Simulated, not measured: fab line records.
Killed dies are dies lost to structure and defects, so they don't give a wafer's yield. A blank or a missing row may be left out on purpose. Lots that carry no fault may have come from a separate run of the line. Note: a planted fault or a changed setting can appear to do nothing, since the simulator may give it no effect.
A lot that was struck, set against a sound lot || flow nand-harc || 41 steps out of a route of 1302
Sound: wafers L302.3, L302.4, L302.6. Struck: wafer L317.4 (L317.5, L317.6, from the same lot, were not struck and are left out); the cause is given at the end.
Each step with rows lists, per side, the tool, then ch with its chambers, then its first start. Under that, the readings that differ: sound wafers || struck wafers || difference of the means || sigmas: that difference in standard deviations of wafers without a fault.
alike: same words and numbers on both sides, and readings whose means sit less than 2 such deviations apart. not compared: any withheld reading, any reading some wafer has no value for, any bound like >300 that may hide the same value, and any number with overlapping values for which the record gives no deviation.
Wherever a step has rows on one side only, a row that says differs or no value, or a row with sigmas, the two part there. Non-overlapping numbers with no deviation appear without sigmas and do not part them. A reading missing from all wafers of one side parts the sides only when that side holds two or more wafers.

NHARC_A_M0_CD_MEAS_09: target cd 80 nm.
  sound on cd-sem-03 ch 0, day 23 10:14; struck on cd-sem-01 ch 0, day 29 04:14
  alike: cd-nm
NHARC_A_M0_OVL_MEAS_10: pitch 160 nm.
  sound on overlay-01 at day 23 10:19; struck on overlay-01 at day 29 04:19
{"reading": "overlay-x-nm (nm)", "sound": "-0.9 -1.1 -0.9", "struck": 0.8, "difference": "+1.8", "sigmas": "+2"}
  alike: overlay-y-nm
NHARC_A_M0_INSPECT_11:
  sound on defect-inspect-01 at day 23 10:21; struck on defect-inspect-02 at day 29 04:22
  alike: raw-defect-count
then, 3 steps without rows for these wafers: NHARC_A_M0_DESCUM_14 (chemistry O2, time 3 s); NHARC_A_M0_ETCH_34 (etches the open film in N2/H2, target depth 40 nm, overetch 12 nm, time 43.94 s); NHARC_A_M0_ETCH_15 (etches the open film in C4F8/Ar, target depth 150 nm, overetch 15 nm, time 82.5 s).
NHARC_A_M0_CD_MEAS_16:
  sound on cd-sem-02 at day 23 10:43; struck on cd-sem-01 at day 29 04:44
  alike: cd-nm
then, 2 steps without rows for these wafers: NHARC_A_M0_STRIP_18 (strips in N2/H2); NHARC_A_M0_STRIP_19 (strips in post etch residue remover, time 600 s).
NHARC_A_M0_DEGAS_28: time 60 s.
  sound on pvd-sputter-01 at day 23 11:20; struck on pvd-sputter-01 at day 29 05:21
  alike: heater-power-w
then, 1 step without rows for these wafers: NHARC_A_M0_PRE_CLEAN_29 (time 30 s).
NHARC_A_M0_PVD_20: deposits TaN, target thk 5 nm, time 8.06 s.
  sound on pvd-sputter-01; struck on pvd-sputter-01
  alike: bias-v, throttle-valve-pct
NHARC_A_M0_PVD_21: deposits Cu, target thk 30 nm, time 20.49 s.
  sound on pvd-sputter-01 at day 23 11:35; struck on pvd-sputter-01 at day 29 05:37
  alike: throttle-valve-pct
then, 4 steps without rows for these wafers: NHARC_A_M0_ECD_22 (material Cu, target thk 400 nm); NHARC_A_M0_ANNEAL_30 (time 90 s); NHARC_A_M0_CMP_23 (polishes, t overpolish 20 s, target thk 113.75 nm); NHARC_A_M0_SRD_25.
NHARC_A_M0_INSPECT_27:
  sound on defect-inspect-01 at day 23 12:56; struck on defect-inspect-01 at day 29 06:54
{"reading": "raw-defect-count", "sound": "660 760 1075", "struck": 367, "difference": -465, "sigmas": -3}
then, 1 step without rows for these wafers: NHARC_A_M0_PRE_CLEAN_31 (time 12 s).
NHARC_A_M0_DEP_32: deposits SiCN, target thk 30 nm.
  sound on pecvd-04 ch 1,2, day 23 13:04; struck on pecvd-04 ch 1, day 29 07:10
{"reading": "heater-power-w (W)", "sound": "433 455 632", "struck": 763, "difference": "+256", "sigmas": "+3"}
then, 10 steps without rows for these wafers: NHARC_A_M1_DEP_00 (deposits SiOC, target thk 182.5 nm); NHARC_A_M1_DEHYDRATE_01 (time 120 s); NHARC_A_M1_HMDS_02 (time 30 s); NHARC_A_M1_COAT_34 (time 65 s); NHARC_A_M1_COAT_03 (resist thk 90 nm); NHARC_A_M1_SOFTBAKE_04 (time 55 s); NHARC_A_M1_EBR_05; NHARC_A_M1_EXPOSE_06 (exposes mask A M1, target cd 120 nm); NHARC_A_M1_PEB_07 (peb time 65 s); NHARC_A_M1_DEVELOP_08 (develop time 35 s).
NHARC_A_M1_CD_MEAS_09: target cd 120 nm.
  the record has rows for the sound wafers here (cd-sem-03 ch 0, day 23 14:11) and none for the struck ones
NHARC_A_M1_OVL_MEAS_10: pitch 240 nm.
  the record holds rows for the sound wafers here (overlay-01, day 23 14:16) but none for the struck ones
NHARC_A_M1_INSPECT_11:
  the record holds rows for the sound wafers here (defect-inspect-02, day 23 14:18) but none for the struck ones
NHARC_A_M1_DESCUM_14: chemistry O2, time 3 s.
  the record has rows for the sound wafers here (rie-diel-13 ch 0,1,2, day 23 14:22) and none for the struck ones
then, 2 steps without rows for these wafers: NHARC_A_M1_ETCH_35 (etches the open film in N2/H2, target depth 40 nm, overetch 12 nm, time 43.94 s); NHARC_A_M1_ETCH_15 (etches the open film in C4F8/Ar, target depth 182.5 nm, time 91.2 s).
NHARC_A_M1_CD_MEAS_16:
  the record holds rows for the sound wafers here (cd-sem-03, day 23 14:40) but none for the struck ones
NHARC_A_M1_STRIP_18: strips in N2/H2.
  the record has rows for the sound wafers here (rie-diel-13 ch 0,1,2, day 23 14:46) and none for the struck ones
then, 2 steps without rows for these wafers: NHARC_A_M1_ETCH_28 (etches the open film in CF4/N2, target depth 30 nm, time 72.99 s); NHARC_A_M1_STRIP_19 (strips in post etch residue remover, time 600 s).
NHARC_END_SORT_01:
  sound on prober-02 ch 0, day 25 11:13; struck on prober-01 ch 0, day 31 02:55
{"reading": "hold", "sound": "- - -", "struck": "await-dispo/2.0h/release", "difference": "no value on the sound wafers", "sigmas": ""}
{"reading": "defect-limited-yield (%)", "sound": "93.4 93.5 92.6", "struck": 0, "difference": -93, "sigmas": -62}
{"reading": "killed-at-array", "sound": "40 41 48", "struck": 665, "difference": "+622", "sigmas": "+62"}
{"reading": "killed-at-periphery", "sound": "4 2 2", "struck": 10, "difference": "+7", "sigmas": "+3"}
{"reading": "killed-dies", "sound": "45 44 50", "struck": 677, "difference": "+631", "sigmas": "+63"}
{"reading": "sort_bin_2_pct (%)", "sound": "3.4 2.8 2.2", "struck": 95.9, "difference": "+93.1", "sigmas": "+99 or more"}
{"reading": "sort-n-pass", "sound": "632 633 627", "struck": 0, "difference": -631, "sigmas": -63}
{"reading": "sort-rim-yield-pct (%)", "sound": "78 83 80", "struck": 0, "difference": -80, "sigmas": -18}
{"reading": "sort-yield-pct (%)", "sound": "93.4 93.5 92.6", "struck": 0, "difference": -93, "sigmas": -62}
  alike: killed-at-other, killed-open, killed-short, sort_bin_3_pct, sort_bin_4_pct

WHERE THEY PART
Last at NHARC_END_SORT_01 as far as this record goes, first at NHARC_A_M0_OVL_MEAS_10.

WHY: whatever the simulator had introduced
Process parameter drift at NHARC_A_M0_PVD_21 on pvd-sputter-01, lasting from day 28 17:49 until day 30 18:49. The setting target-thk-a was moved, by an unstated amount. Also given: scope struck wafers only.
